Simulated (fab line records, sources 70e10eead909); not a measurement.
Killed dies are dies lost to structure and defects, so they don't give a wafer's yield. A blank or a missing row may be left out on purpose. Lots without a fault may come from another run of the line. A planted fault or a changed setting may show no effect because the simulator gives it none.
Which tool did it? | flow nand_harc | 12 lots, 36 wafers sampled, at 6 steps of a route of 1302

WHAT THE GAUGES READ, wafer by wafer
NHARC_END_SORT_01. Usual: killed_at_array 52, standard deviation 20; killed_at_other 1.0, standard deviation 1.3; killed_at_periphery 3.7, standard deviation 2.2; killed_dies 57, standard deviation 20; killed_open 3.2, standard deviation 1.6; killed_short 2.4, standard deviation 1.6.
lot  | measured     | on        | killed_at_array | killed_at_other | killed_at_periphery | killed_dies | killed_open | killed_short | flag
L348 | day 27 02:35 | prober-02 | 69 59 75        | 0 1 0           | 5 3 0               | 74 63 75    | 3 1 3       | 2 2 1        |

WHICH TOOL RAN EACH LOT (tool, then ch and the chambers of the sampled wafers, then the start)
lot  | NHARC_A_CONTACT_DEP_85          | NHARC_A_CONTACT_ETCH_135             | NHARC_A_CONTACT_ETCH_137             | NHARC_A_CONTACT_CVD_19        | NHARC_A_CONTACT_CMP_20
L343 | pecvd-01 ch 0,2, day 22 07:41   | har_cap_etch-03 ch 0,1, day 22 09:50 | har_cap_etch-03 ch 0,1, day 22 10:23 | cvd_w-02 ch 0, day 22 12:56   | cmp-01 ch 0,2,3, day 22 14:39
L345 | pecvd-03 ch 0,1, day 22 22:34   | har_cap_etch-02 ch 0,1, day 23 01:08 | har_cap_etch-02 ch 0,1, day 23 01:52 | cvd_w-02 ch 0,1, day 23 04:22 | cmp-03 ch 0,1,3, day 23 05:17
L347 | pecvd-02 ch 0,1,2, day 23 23:32 | har_cap_etch-01 ch 0,1, day 24 01:46 | har_cap_etch-01 ch 0,1, day 24 02:18 | cvd_w-02 ch 0, day 24 05:00   | cmp-03 ch 0,1,2, day 24 06:25
L348 | pecvd-02 ch 0,1,2, day 24 22:19 | har_cap_etch-02 ch 0,1, day 25 00:33 | har_cap_etch-02 ch 0,1, day 25 01:05 | cvd_w-01 ch 0,1, day 25 03:39 | cmp-03 ch 0,1,2, day 25 05:42
L349 | pecvd-03 ch 0,1,2, day 25 05:02 | har_cap_etch-02 ch 0,1, day 25 07:11 | har_cap_etch-02 ch 0,1, day 25 07:44 | cvd_w-02 ch 0,1, day 25 10:20 | cmp-03 ch 2,3, day 25 12:12
L350 | pecvd-02 ch 1,2, day 25 06:08   | har_cap_etch-03 ch 0,1, day 25 08:32 | har_cap_etch-03 ch 0,1, day 25 09:04 | cvd_w-01 ch 0,1, day 25 11:29 | cmp-03 ch 0,2,3, day 25 12:23
L356 | pecvd-03 ch 0,1,2, day 28 01:13 | har_cap_etch-01 ch 0,1, day 28 03:39 | har_cap_etch-01 ch 0,1, day 28 04:12 | cvd_w-01 ch 0,1, day 28 07:43 | cmp-03 ch 1,2,3, day 28 09:36
L358 | pecvd-02 ch 0,1,2, day 28 20:38 | har_cap_etch-02 ch 0,1, day 28 22:45 | har_cap_etch-02 ch 0,1, day 28 23:17 | cvd_w-02 ch 0,1, day 29 02:03 | cmp-04 ch 1,2,3, day 29 02:38
L360 | pecvd-02 ch 0,2, day 29 04:29   | har_cap_etch-02 ch 0,1, day 29 06:44 | har_cap_etch-02 ch 0,1, day 29 07:17 | cvd_w-02 ch 0,1, day 29 09:51 | cmp-01 ch 0,2, day 29 10:43
L362 | pecvd-03 ch 0,1,2, day 30 06:36 | har_cap_etch-02 ch 0,1, day 30 08:54 | har_cap_etch-02 ch 0,1, day 30 09:37 | cvd_w-02 ch 0,1, day 30 12:26 | cmp-03 ch 1,2,3, day 30 13:21
L366 | pecvd-01 ch 0,1, day 32 04:26   | har_cap_etch-01 ch 0,1, day 32 06:44 | har_cap_etch-01 ch 0,1, day 32 07:17 | cvd_w-02 ch 0,1, day 32 09:58 | cmp-03 ch 2,3, day 32 10:38
L365 | pecvd-01 ch 1,2, day 32 05:11   | har_cap_etch-02 ch 0,1, day 32 07:25 | har_cap_etch-02 ch 0,1, day 32 07:57 | cvd_w-02 ch 1, day 32 10:35   | cmp-01 ch 1,2,3, day 32 11:23
- NHARC_A_CONTACT_DEP_85: deposits SiON, target thk 60 nm.
- NHARC_A_CONTACT_ETCH_135: etches the open film in C4F8/O2/Ar, time 311 s, target depth 1912 nm.
- NHARC_A_CONTACT_ETCH_137: etches the open film in C4F8/O2/Ar, time 311 s, target depth 1912 nm.
- NHARC_A_CONTACT_CVD_19: deposits W, target thk 300 nm, time 802 s.
- NHARC_A_CONTACT_CMP_20: polishes, t overpolish 30 s, target thk 300 nm.

WHAT THE TOOLS THEMSELVES READ (means of the sampled wafers that have a number; where no wafer has one, the mark that the record gives instead)
NHARC_A_CONTACT_DEP_85. Usual: heater_power_outer_w 436 W, standard deviation 53; heater_power_w 712 W, standard deviation 74.
lot  | tool     | heater_power_outer_w (W) | heater_power_w (W) | flag
L343 | pecvd-01 | 414                      | 730                |
L345 | pecvd-03 | 454                      | 752                |
L347 | pecvd-02 | 471                      | 743                |
L348 | pecvd-02 | 473                      | 735                |
L349 | pecvd-03 | 442                      | 727                |
L350 | pecvd-02 | 408                      | 652                |
L356 | pecvd-03 | 439                      | 735                |
L358 | pecvd-02 | 488                      | 752                |
L360 | pecvd-02 | 414                      | 661                |
L362 | pecvd-03 | 441                      | 727                |
L366 | pecvd-01 | 387                      | 686                |
L365 | pecvd-01 | 376                      | 654                |

NHARC_A_CONTACT_CVD_19. Usual: heater_power_outer_w 272 W, standard deviation 20; heater_power_w 498 W, standard deviation 39; mfc_wf6_sccm 39.99 sccm, standard deviation 0.13; throttle_valve_pct 8.0 %, standard deviation 0.36.
lot  | tool     | heater_power_outer_w (W) | heater_power_w (W) | mfc_wf6_sccm (sccm) | throttle_valve_pct (%) | flag
L343 | cvd_w-02 | 272                      | 510                | 39.95               | 8.3                    |
L345 | cvd_w-02 | 251                      | 477                | 40.05               | 8.4                    |
L347 | cvd_w-02 | 275                      | 508                | 40.20               | 8.3                    |
L348 | cvd_w-01 | 292                      | 530                | 40.02               | 7.5                    |
L349 | cvd_w-02 | 254                      | 472                | 39.95               | 8.4                    |
L350 | cvd_w-01 | 297                      | 529                | 39.93               | 7.7                    |
L356 | cvd_w-01 | 295                      | 535                | 39.98               | 7.8                    |
L358 | cvd_w-02 | 255                      | 476                | 39.91               | 8.2                    |
L360 | cvd_w-02 | 263                      | 491                | 39.97               | 8.2                    |
L362 | cvd_w-02 | 252                      | 475                | 39.96               | 8.2                    |
L366 | cvd_w-02 | 258                      | 471                | 40.02               | 8.2                    |
L365 | cvd_w-02 | 245                      | 458                | 39.96               | 8.2                    |

NHARC_A_CONTACT_CMP_20. Usual: motor_current_A 12.4 A, standard deviation 0.75; overpolish_run_s 29.999 s, standard deviation 0.0088; slurry_flow_ml_min 150.0, standard deviation 0.43; time_to_endpoint_s 59.3 s, standard deviation 2.4.
lot  | tool   | motor_current_A (A) | overpolish_run_s (s) | slurry_flow_ml_min | time_to_endpoint_s (s) | flag
L343 | cmp-01 | 12.0                | 30.000               | 149.8              | 59.4                   |
L345 | cmp-03 | 12.7                | 29.999               | 150.2              | 56.5                   |
L347 | cmp-03 | 13.0                | 29.994               | 149.8              | 59.5                   |
L348 | cmp-03 | 13.6                | 29.996               | 149.4              | 115.8                  | OFF
L349 | cmp-03 | 12.3                | 29.993               | 150.0              | 123.2                  | OFF
L350 | cmp-03 | 12.4                | 30.007               | 150.2              | 59.1                   |
L356 | cmp-03 | 12.5                | 29.991               | 150.2              | 119.2                  | OFF
L358 | cmp-04 | 12.3                | 29.998               | 149.8              | 60.8                   |
L360 | cmp-01 | 12.0                | 29.997               | 150.3              | 58.2                   |
L362 | cmp-03 | 12.3                | 29.993               | 149.8              | 57.4                   |
L366 | cmp-03 | 11.4                | 29.999               | 150.2              | 61.3                   |
L365 | cmp-01 | 11.8                | 29.996               | 149.9              | 63.0                   |

THE ANSWER, worked out from the rows above alone
Rule: a lot is off if the mean of its wafers that have a number lies more than 3 standard deviations from the usual mean. A lot without any number at a reading at which 4 lots or more have one is off too. The other lots that the step has rows for count as sound. The gauges are gone through in route order, then the tools' own readings, and for those a lot's mean is taken as printed above. The first step at which some lot is off is used, and at that step the reading that is off furthest; a lot without a number counts as furthest.
Off: L348, L349, L356, at NHARC_A_CONTACT_CMP_20 (time_to_endpoint_s).
A tool fits if, at that step or a process step before it, it ran every lot that is off, and no sound lot after the first of them. None of those tried fits.

WHAT THE SIMULATOR HAD PUT IN
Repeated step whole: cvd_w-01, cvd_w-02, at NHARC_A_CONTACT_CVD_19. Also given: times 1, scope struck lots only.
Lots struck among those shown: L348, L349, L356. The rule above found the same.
